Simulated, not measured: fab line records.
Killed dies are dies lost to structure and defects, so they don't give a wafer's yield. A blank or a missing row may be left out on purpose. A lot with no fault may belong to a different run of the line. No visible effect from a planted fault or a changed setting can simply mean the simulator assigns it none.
fab line records || flow nand_harc
record: {"lots": 4, "wafers": 12, "last_day": 23}
route steps=1159 shown A_ONON_D1@438 A_CHANNEL_HOLE_D1@450 END@1159
lots untouched by any fault: they come from a run of this same line in which no faults occurred
start_h: the number of hours between the record's first day and the start of the first shown wafer of the lot || wait_h: time in hours since the lot's previous step || " repeats the value in the row above || L1.1+2: a single row standing in for several wafers || - no value, or no start was given || * or withheld: withheld || < > ~ a bound
route shown NAME@n: NAME is a module with steps in the file, n the number in the route of the first one || usual: mean and standard deviation over wafers with no fault || same: alike in all rows || chamber/n: place in a boat || sites: readings site by site || _std_site: their standard deviation || _edge_site: outer sites' mean less inner sites' || radius_mm: how far each site lies from the wafer's centre || mask NAME#n: copy n || behind: the most recent tool/chamber to have shaped the wafer || hold: the reason the lot was held/the length of the hold in hours/how it ended || device: the n, p or np transistor that did not switch || end of line: the route-end tests of the same wafers || a step without rows: its recipe alone || killed: dies lost to structure and defects at the first sort, not the wafer's yield || map: a wafer's dies, x killed, . not, _ none there
set.NAME: the setting that was run; set.NAME@STEP: the one run at that earlier step || model.NAME: the simulator's own value behind a step, which no gauge read
certain route steps with their lots: each step a table, each wafer a row
services: a tool's chamber out of use, with start hour (start_h, from the record's first day; less than 0 if before it), hours out, and reason
== steps ==
step: NHARC_A_ONON_D1_DEP_19
recipe: {"target_thk_a": 10000, "n2_flow_sccm": 2750, "n2o_flow_sccm": 2000, "nh3_flow_sccm": 500, "sih4_flow_sccm": 210, "temp_c": 400}
step: NHARC_A_ONON_D1_DEP_22
recipe: {"target_thk_a": 10000, "n2_flow_sccm": 2750, "n2o_flow_sccm": 2000, "nh3_flow_sccm": 500, "sih4_flow_sccm": 210, "temp_c": 400}
step: NHARC_A_ONON_D1_DEP_25
recipe: {"target_thk_a": 10000, "n2_flow_sccm": 2750, "n2o_flow_sccm": 2000, "nh3_flow_sccm": 500, "sih4_flow_sccm": 210, "temp_c": 400}
step: NHARC_A_ONON_D1_DEP_28
recipe: {"target_thk_a": 10000, "n2_flow_sccm": 2750, "n2o_flow_sccm": 2000, "nh3_flow_sccm": 500, "sih4_flow_sccm": 210, "temp_c": 400}
step: NHARC_A_ONON_D1_DEP_33
recipe: {"target_thk_a": 2000, "temp_c": 400, "pressure_torr": 6.5, "rf_w": 900, "teos_flow_sccm": 161.4, "flow_sccm": 2650, "target_thk_nm": 200, "gas": "O2", "material": "SiO2"}
step: NHARC_A_CHANNEL_HOLE_D1_DEP_00
recipe: {"target_thk_a": 31000, "temp_c": 400, "material": "aC"}
usual: {"throttle_valve_pct": "34.998/0.0087"}
{"lot.wafer": "L164.2", "tool": "acl_dep-03", "chamber": 0, "start_h": 187.52, "wait_h": 3.0, "throttle_valve_pct": 35.005}
{"lot.wafer": "L164.3", "tool": "acl_dep-03", "chamber": 0, "start_h": 187.52, "wait_h": 3.0, "throttle_valve_pct": 34.990}
{"lot.wafer": "L164.4", "tool": "acl_dep-03", "chamber": 0, "start_h": 187.52, "wait_h": 3.0, "throttle_valve_pct": 34.999}
{"lot.wafer": "L165.2", "tool": "acl_dep-01", "chamber": 0, "start_h": 197.14, "wait_h": 1.1, "throttle_valve_pct": 35.008}
{"lot.wafer": "L165.3", "tool": "acl_dep-01", "chamber": 0, "start_h": 197.14, "wait_h": 1.1, "throttle_valve_pct": 35.007}
{"lot.wafer": "L165.6", "tool": "acl_dep-01", "chamber": 0, "start_h": 197.14, "wait_h": 1.1, "throttle_valve_pct": 34.997}
{"lot.wafer": "L177.2", "tool": "acl_dep-01", "chamber": 0, "start_h": 263.46, "wait_h": 0.4, "throttle_valve_pct": 35.006}
{"lot.wafer": "L177.4", "tool": "acl_dep-01", "chamber": 0, "start_h": 263.46, "wait_h": 0.4, "throttle_valve_pct": 35.001}
{"lot.wafer": "L177.5", "tool": "acl_dep-01", "chamber": 0, "start_h": 263.46, "wait_h": 0.4, "throttle_valve_pct": 35.013}
{"lot.wafer": "L178.1", "tool": "acl_dep-01", "chamber": 0, "start_h": 286.57, "wait_h": 2.5, "throttle_valve_pct": 34.984}
{"lot.wafer": "L178.2", "tool": "acl_dep-01", "chamber": 0, "start_h": 286.57, "wait_h": 2.5, "throttle_valve_pct": 34.988}
{"lot.wafer": "L178.3", "tool": "acl_dep-01", "chamber": 0, "start_h": 286.57, "wait_h": 2.5, "throttle_valve_pct": 35.002}
step: NHARC_A_CHANNEL_HOLE_D1_DEP_01
recipe: {"target_thk_a": 1400, "target_thk_nm": 140, "temp_c": 400, "pressure_torr": 3.5, "flow_sccm": 200, "rf_w": 350, "material": "SiON"}
step: NHARC_A_CHANNEL_HOLE_D1_DEHYDRATE_02
recipe: {"temp_c": 150, "time_s": 120}
step: NHARC_A_CHANNEL_HOLE_D1_HMDS_03
recipe: {"time_s": 30}
step: NHARC_A_CHANNEL_HOLE_D1_COAT_36
recipe: {"temp_c": 260, "time_s": 75}
step: NHARC_A_CHANNEL_HOLE_D1_COAT_37
recipe: {"temp_c": 225, "time_s": 65}
step: NHARC_A_CHANNEL_HOLE_D1_COAT_04
recipe: {"spin_rpm": 1500, "resist_thk_nm": 90}
step: NHARC_A_CHANNEL_HOLE_D1_SOFTBAKE_05
recipe: {"temp_c": 105, "time_s": 55}
step: NHARC_A_CHANNEL_HOLE_D1_EBR_06
step: NHARC_A_CHANNEL_HOLE_D1_EXPOSE_07
recipe: {"na": 1.35, "target_cd_nm": 100, "sigma_outer": 0.3, "dose_mj": 59.65, "mask_id": "HOLE_D1"}
step: NHARC_A_CHANNEL_HOLE_D1_PEB_08
recipe: {"peb_temp_c": 100, "peb_time_s": 65}
step: NHARC_A_CHANNEL_HOLE_D1_DEVELOP_09
recipe: {"develop_time_s": 35, "dev_temp_c": 23}
step: NHARC_A_CHANNEL_HOLE_D1_DESCUM_15
recipe: {"time_s": 3, "o2_flow_sccm": 200, "ar_flow_sccm": 0, "bias_power_w": 0, "chemistry": "O2"}
step: NHARC_A_CHANNEL_HOLE_D1_ETCH_38
recipe: {"target_depth_a": 390, "over_etch_frac": 0.3, "time_s": 65, "ion_energy_ev": 80, "cf4_flow_sccm": 150, "ar_flow_sccm": 0, "rf_w": 300, "bias_w": 100, "chemistry": "CF4"}
step: NHARC_A_CHANNEL_HOLE_D1_ETCH_39
recipe: {"target_depth_a": 2600, "over_etch_frac": 0.3, "time_s": 325, "ion_energy_ev": 200, "n2_flow_sccm": 150, "h2_flow_sccm": 150, "ar_flow_sccm": 0, "rf_w": 400, "bias_w": 150, "chemistry": "N2/H2"}
step: NHARC_A_CHANNEL_HOLE_D1_ETCH_34
recipe: {"target_depth_a": 1540, "time_s": 77, "cf4_flow_sccm": 100, "chf3_flow_sccm": 30, "ar_flow_sccm": 0, "rf_w": 500, "bias_w": 200, "chemistry": "CF4/CHF3"}
step: NHARC_A_CHANNEL_HOLE_D1_ETCH_16
recipe: {"target_depth_a": 31000, "over_etch_frac": 0.3, "time_s": 806, "ion_energy_ev": 150, "o2_flow_sccm": 400, "cos_flow_sccm": 20, "ar_flow_sccm": 0, "rf_w": 500, "bias_w": 300, "chemistry": "O2/COS"}
step: NHARC_A_CHANNEL_HOLE_D1_ETCH_19
recipe: {"bias_v": 1200, "source_w": 2500, "pressure_mtorr": 15, "time_s": 34.5, "ar_flow_sccm": 375, "c4f8_flow_sccm": 28.8, "o2_flow_sccm": 96.2, "temp_c": -20, "target_depth_a": "*", "chemistry": "C4F8/O2/Ar"}
step: NHARC_A_CHANNEL_HOLE_D1_ETCH_20
recipe: {"bias_v": 3000, "source_w": "withheld", "pressure_mtorr": 20, "time_s": 361.9, "ar_flow_sccm": 375, "c4f8_flow_sccm": 89.3, "o2_flow_sccm": 35.7, "temp_c": -20, "target_depth_a": 16000, "chemistry": "C4F8/O2/Ar"}
step: NHARC_A_CHANNEL_HOLE_D1_ETCH_21
recipe: {"bias_v": 3000, "source_w": "withheld", "pressure_mtorr": 20, "time_s": 514.3, "ar_flow_sccm": 375, "c4f8_flow_sccm": 89.3, "o2_flow_sccm": 35.7, "temp_c": -20, "target_depth_a": 16000, "chemistry": "C4F8/O2/Ar"}
step: NHARC_A_CHANNEL_HOLE_D1_ETCH_22
recipe: {"bias_v": 3000, "source_w": "withheld", "pressure_mtorr": 20, "time_s": 666.7, "ar_flow_sccm": 375, "c4f8_flow_sccm": 89.3, "o2_flow_sccm": 35.7, "temp_c": -20, "target_depth_a": 16000, "chemistry": "C4F8/O2/Ar"}
step: NHARC_A_CHANNEL_HOLE_D1_ETCH_23
recipe: {"bias_v": 5000, "source_w": "withheld", "pressure_mtorr": 20, "time_s": 819, "ar_flow_sccm": 375, "c4f8_flow_sccm": 89.3, "o2_flow_sccm": 35.7, "temp_c": -20, "target_depth_a": 16000, "chemistry": "C4F8/O2/Ar"}
step: NHARC_A_CHANNEL_HOLE_D1_ETCH_24
recipe: {"bias_v": 5000, "source_w": "withheld", "pressure_mtorr": 20, "time_s": 906.2, "ar_flow_sccm": 375, "c4f8_flow_sccm": 93.8, "o2_flow_sccm": 31.2, "temp_c": -20, "target_depth_a": 15000, "chemistry": "C4F8/O2/Ar"}
step: NHARC_A_CHANNEL_HOLE_D1_ETCH_25
recipe: {"bias_v": 5000, "source_w": "withheld", "pressure_mtorr": 20, "time_s": 1040.2, "ar_flow_sccm": 375, "c4f8_flow_sccm": 93.8, "o2_flow_sccm": 31.2, "temp_c": -20, "target_depth_a": 15000, "chemistry": "C4F8/O2/Ar"}
step: NHARC_A_CHANNEL_HOLE_D1_ETCH_26
recipe: {"bias_v": 300, "source_w": 2000, "pressure_mtorr": 30, "time_s": 224.1, "ar_flow_sccm": 375, "c4f8_flow_sccm": 11.4, "o2_flow_sccm": 113.6, "temp_c": -20, "target_depth_a": 3000, "chemistry": "C4F8/O2/Ar"}
step: NHARC_A_CHANNEL_HOLE_D1_ETCH_33
recipe: {"bias_v": 400, "source_w": 2000, "pressure_mtorr": 25, "time_s": 90, "ar_flow_sccm": 375, "c4f8_flow_sccm": 41.7, "o2_flow_sccm": 83.3, "temp_c": -20, "target_depth_a": 4000, "chemistry": "C4F8/O2/Ar"}
step: NHARC_END_SORT_01
recipe: {"temp_c": 25}
usual: {"killed_at_array": "29/11", "killed_at_other": "0.5/0.8", "killed_at_periphery": "3.5/2.8", "killed_dies": "33/12", "killed_open": "3.1/1.8", "killed_short": "1.8/1.4"}
same: {"gross_dies": 677}
{"lot.wafer": "L164.2", "tool": "prober-02", "chamber": 0, "start_h": 445.15, "wait_h": 2.8, "hold": "-", "killed_at_array": 17, "killed_at_other": 0, "killed_at_periphery": 2, "killed_dies": 19, "killed_open": 4, "killed_short": 0}
{"lot.wafer": "L164.3", "tool": "prober-02", "chamber": 0, "start_h": 445.93, "wait_h": 3.1, "hold": "-", "killed_at_array": 11, "killed_at_other": 0, "killed_at_periphery": 7, "killed_dies": 18, "killed_open": 6, "killed_short": 1}
{"lot.wafer": "L164.4", "tool": "prober-02", "chamber": 0, "start_h": 446.72, "wait_h": 3.3, "hold": "-", "killed_at_array": 18, "killed_at_other": 1, "killed_at_periphery": 3, "killed_dies": 22, "killed_open": 6, "killed_short": 3}
{"lot.wafer": "L165.2", "tool": "prober-02", "chamber": 0, "start_h": 477.41, "wait_h": 2.8, "hold": "-", "killed_at_array": 29, "killed_at_other": 1, "killed_at_periphery": 2, "killed_dies": 32, "killed_open": 5, "killed_short": 2}
{"lot.wafer": "L165.3", "tool": "prober-02", "chamber": 0, "start_h": 478.22, "wait_h": 3.1, "hold": "-", "killed_at_array": 37, "killed_at_other": 0, "killed_at_periphery": 1, "killed_dies": 38, "killed_open": 1, "killed_short": 1}
{"lot.wafer": "L165.6", "tool": "prober-02", "chamber": 0, "start_h": 480.63, "wait_h": 4.0, "hold": "-", "killed_at_array": 45, "killed_at_other": 0, "killed_at_periphery": 4, "killed_dies": 49, "killed_open": 3, "killed_short": 3}
{"lot.wafer": "L177.2", "tool": "prober-02", "chamber": 0, "start_h": 543.43, "wait_h": 2.8, "hold": "await_dispo/2.6h/release", "killed_at_array": 674, "killed_at_other": 0, "killed_at_periphery": 3, "killed_dies": 677, "killed_open": 3, "killed_short": 4}
{"lot.wafer": "L177.4", "tool": "prober-02", "chamber": 0, "start_h": 545.02, "wait_h": 3.4, "hold": "await_dispo/2.6h/release", "killed_at_array": 33, "killed_at_other": 0, "killed_at_periphery": 3, "killed_dies": 36, "killed_open": 6, "killed_short": 4}
{"lot.wafer": "L177.5", "tool": "prober-02", "chamber": 0, "start_h": 545.82, "wait_h": 3.7, "hold": "await_dispo/2.6h/release", "killed_at_array": 33, "killed_at_other": 0, "killed_at_periphery": 2, "killed_dies": 35, "killed_open": 0, "killed_short": 2}
{"lot.wafer": "L178.1", "tool": "prober-01", "chamber": 0, "start_h": 550.46, "wait_h": 2.5, "hold": "await_dispo/8.6h/release", "killed_at_array": 675, "killed_at_other": 0, "killed_at_periphery": 2, "killed_dies": 677, "killed_open": 3, "killed_short": 1}
{"lot.wafer": "L178.2", "tool": "prober-01", "chamber": 0, "start_h": 551.26, "wait_h": 2.8, "hold": "await_dispo/8.6h/release", "killed_at_array": 671, "killed_at_other": 0, "killed_at_periphery": 6, "killed_dies": 677, "killed_open": 2, "killed_short": 2}
{"lot.wafer": "L178.3", "tool": "prober-01", "chamber": 0, "start_h": 552.07, "wait_h": 3.1, "hold": "await_dispo/8.6h/release", "killed_at_array": 46, "killed_at_other": 0, "killed_at_periphery": 5, "killed_dies": 51, "killed_open": 0, "killed_short": 3}
killed by level:class
L164.2 A_CHANNEL_HOLE_D1:chamber_film_flake=5 A_CONTACT:chamber_film_flake=5 P_STI:chamber_film_flake=2 A_STAIRCASE:chamber_film_flake=2 A_ONON_D1:geometric_particle:open=1 A_WL_FILL:geometric_particle:open=1 A_CONTACT:geometric_particle:open=1 A_M0:geometric_particle:open=1
L164.3 P_STI:chamber_film_flake=4 A_CONTACT:chamber_film_flake=3 A_CONTACT:geometric_particle:open=2 A_SLIT:chamber_film_flake=2 P_GATE:geometric_particle:short=1 P_M1:geometric_particle:open=1 A_CHANNEL_FILL_D1:geometric_particle:open=1 A_SGD_CUT:geometric_particle:open=1
L164.4 A_CONTACT:geometric_particle:open=5 A_CHANNEL_HOLE_D1:chamber_film_flake=4 A_CONTACT:chamber_film_flake=4 P_M1:chamber_film_flake=2 A_STAIRCASE:chamber_film_flake=2 A_ONON_D1:geometric_particle:short=1 A_WL_FILL:geometric_particle:short=1 A_M1:geometric_particle:open=1
L165.2 A_CHANNEL_HOLE_D1:chamber_film_flake=12 A_SLIT:chamber_film_flake=6 A_STAIRCASE:chamber_film_flake=3 A_CONTACT:geometric_particle:open=3 A_CONTACT:chamber_film_flake=2 P_CONTACT:geometric_particle:short=1 A_CHANNEL_HOLE_D1:geometric_particle:open=1 A_CHANNEL_FILL_D1:geometric_particle:short=1
L165.3 A_CHANNEL_HOLE_D1:chamber_film_flake=15 A_CONTACT:chamber_film_flake=9 A_SLIT:chamber_film_flake=8 A_SOURCE_PLATE:geometric_particle:short=1 A_SGD_CUT:geometric_particle:open=1 P_ZERO_WELL:chamber_film_flake=1 A_ZERO_WELL:chamber_film_flake=1 A_STAIRCASE:chamber_film_flake=1
L165.6 A_CHANNEL_HOLE_D1:chamber_film_flake=18 A_SLIT:chamber_film_flake=12 A_CONTACT:chamber_film_flake=6 A_STAIRCASE:chamber_film_flake=3 P_CONTACT:geometric_particle:open=1 P_M0:geometric_particle:short=1 A_SGD_CUT:geometric_particle:short=1 A_WL_FILL:geometric_particle:short=1
L177.2 A_CHANNEL_HOLE_D1:area_dep=640 A_CHANNEL_HOLE_D1:chamber_film_flake=17 A_STAIRCASE:chamber_film_flake=5 A_CONTACT:chamber_film_flake=3 A_M0:geometric_particle:short=2 A_CHANNEL_FILL_D1:chamber_film_flake=2 A_SLIT:chamber_film_flake=2 P_GATE:geometric_particle:open=1
L177.4 A_CHANNEL_HOLE_D1:chamber_film_flake=19 A_ONON_D1:geometric_particle:short=2 A_M0:geometric_particle:open=2 A_CONTACT:chamber_film_flake=2 P_CONTACT:geometric_particle:open=1 A_ONON_D1:geometric_particle:open=1 A_CHANNEL_FILL_D1:geometric_particle:short=1 A_CHANNEL_FILL_D1:geometric_particle:open=1
L177.5 A_CHANNEL_HOLE_D1:chamber_film_flake=15 A_CONTACT:chamber_film_flake=7 A_SLIT:chamber_film_flake=4 A_STAIRCASE:chamber_film_flake=3 A_CHANNEL_FILL_D1:chamber_film_flake=2 P_M2:geometric_particle:short=1 A_CHANNEL_HOLE_D1:geometric_particle:short=1 P_M0:chamber_film_flake=1
L178.1 A_CHANNEL_HOLE_D1:area_dep=641 A_CHANNEL_HOLE_D1:chamber_film_flake=19 A_STAIRCASE:chamber_film_flake=5 A_SLIT:chamber_film_flake=2 A_CONTACT:chamber_film_flake=2 A_M0:chamber_film_flake=2 P_GATE:geometric_particle:open=1 A_ONON_D1:geometric_particle:open=1
L178.2 A_CHANNEL_HOLE_D1:area_dep=629 A_CHANNEL_HOLE_D1:chamber_film_flake=24 A_STAIRCASE:chamber_film_flake=8 A_M0:chamber_film_flake=4 P_ZERO_WELL:chamber_film_flake=3 A_CONTACT:chamber_film_flake=3 P_ZERO_WELL:geometric_particle:open=1 A_ONON_D1:geometric_particle:short=1
L178.3 A_CHANNEL_HOLE_D1:chamber_film_flake=24 A_STAIRCASE:chamber_film_flake=10 A_CONTACT:chamber_film_flake=4 A_M0:chamber_film_flake=4 A_WL_FILL:geometric_particle:short=2 P_CONTACT:geometric_particle:short=1 P_ZERO_WELL:chamber_film_flake=1 P_STI:chamber_film_flake=1
map L177.2 (x killed, . not)
____________x____________
_________xxxxxxx_________
_______xxxxxxxxxxx_______
______xxxxxxxxxxxxx______
_____xxxxxxxxxxxxxxx_____
____xxxxxxxxxxxxxxxxx____
____xxxxxxxxxxxxxxxxx____
___xxxxxxxxxxxxxxxxxxx___
___xxxxxxxxxxxxxxxxxxx___
__xxxxxxxxxxxxxxxxxxxxx__
__xxxxxxxxxxxxxxxxxxxxx__
_xxxxxxxxxxxxxxxxxxxxxxx_
_xxxxxxxxxxxxxxxxxxxxxxx_
_xxxxxxxxxxxxxxxxxxxxxxx_
_xxxxxxxxxxxxxxxxxxxxxxx_
_xxxxxxxxxxxxxxxxxxxxxxx_
xxxxxxxxxxxxxxxxxxxxxxxxx
xxxxxxxxxxxxxxxxxxxxxxxxx
xxxxxxxxxxxxxxxxxxxxxxxxx
xxxxxxxxxxxxxxxxxxxxxxxxx
xxxxxxxxxxxxxxxxxxxxxxxxx
_xxxxxxxxxxxxxxxxxxxxxxx_
_xxxxxxxxxxxxxxxxxxxxxxx_
_xxxxxxxxxxxxxxxxxxxxxxx_
_xxxxxxxxxxxxxxxxxxxxxxx_
_xxxxxxxxxxxxxxxxxxxxxxx_
__xxxxxxxxxxxxxxxxxxxxx__
__xxxxxxxxxxxxxxxxxxxxx__
___xxxxxxxxxxxxxxxxxxx___
___xxxxxxxxxxxxxxxxxxx___
____xxxxxxxxxxxxxxxxx____
____xxxxxxxxxxxxxxxxx____
_____xxxxxxxxxxxxxxx_____
______xxxxxxxxxxxxx______
_______xxxxxxxxxxx_______
_________xxxxxxx_________
____________x____________
map L178.1 (x killed, . not)
____________x____________
_________xxxxxxx_________
_______xxxxxxxxxxx_______
______xxxxxxxxxxxxx______
_____xxxxxxxxxxxxxxx_____
____xxxxxxxxxxxxxxxxx____
____xxxxxxxxxxxxxxxxx____
___xxxxxxxxxxxxxxxxxxx___
___xxxxxxxxxxxxxxxxxxx___
__xxxxxxxxxxxxxxxxxxxxx__
__xxxxxxxxxxxxxxxxxxxxx__
_xxxxxxxxxxxxxxxxxxxxxxx_
_xxxxxxxxxxxxxxxxxxxxxxx_
_xxxxxxxxxxxxxxxxxxxxxxx_
_xxxxxxxxxxxxxxxxxxxxxxx_
_xxxxxxxxxxxxxxxxxxxxxxx_
xxxxxxxxxxxxxxxxxxxxxxxxx
xxxxxxxxxxxxxxxxxxxxxxxxx
xxxxxxxxxxxxxxxxxxxxxxxxx
xxxxxxxxxxxxxxxxxxxxxxxxx
xxxxxxxxxxxxxxxxxxxxxxxxx
_xxxxxxxxxxxxxxxxxxxxxxx_
_xxxxxxxxxxxxxxxxxxxxxxx_
_xxxxxxxxxxxxxxxxxxxxxxx_
_xxxxxxxxxxxxxxxxxxxxxxx_
_xxxxxxxxxxxxxxxxxxxxxxx_
__xxxxxxxxxxxxxxxxxxxxx__
__xxxxxxxxxxxxxxxxxxxxx__
___xxxxxxxxxxxxxxxxxxx___
___xxxxxxxxxxxxxxxxxxx___
____xxxxxxxxxxxxxxxxx____
____xxxxxxxxxxxxxxxxx____
_____xxxxxxxxxxxxxxx_____
______xxxxxxxxxxxxx______
_______xxxxxxxxxxx_______
_________xxxxxxx_________
____________x____________
== services ==
{"tool": "acl_dep-03", "chamber": "-", "start_h": 223.00, "hours": 13.0, "kind": "pm"}
== key ==
first_sign: {"step": "NHARC_END_SORT_01", "reading": "killed_at_array", "direction": "up", "sigmas": 57, "usual": 29, "struck": 673}
effect: {"step": "NHARC_END_SORT_01", "reading": "killed_dies", "direction": "up", "sigmas": 54, "usual": 33, "struck": 677}
more_kills_born_at: {"NHARC_A_CHANNEL_HOLE_D1_DEP_00@acl_dep-01": 1910}
met_at NHARC_A_CHANNEL_HOLE_D1_DEP_00
struck_wafers L177.2,L178.1,L178.2
later_rows_left_out L177.2,L178.1,L178.2
tester_left_out L177,L178
onset_between 197.14 263.46
fault: {"kind": "process_parameter_drift", "tool": "acl_dep-01", "chamber": "-", "onset_h": 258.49, "steps": "NHARC_A_CHANNEL_HOLE_D1_DEP_00", "channel": "target_thk_a", "offset": "*", "shape": "step", "end_h": 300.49, "scope": "struck_wafers_only", "acts_in": "*", "stated": "*"}
tester_left_out: of these lots the tester's yield and bins aren't shown, on N5 and GAA mostly nor the transistor test; their killed dies are dies lost to structure and defects alone, not to doping, threshold or leakage, so they don't give the yield
later_rows_left_out: the simulator's readings of these wafers behind a module that went badly wrong aren't trusted and aren't shown, but for the sort
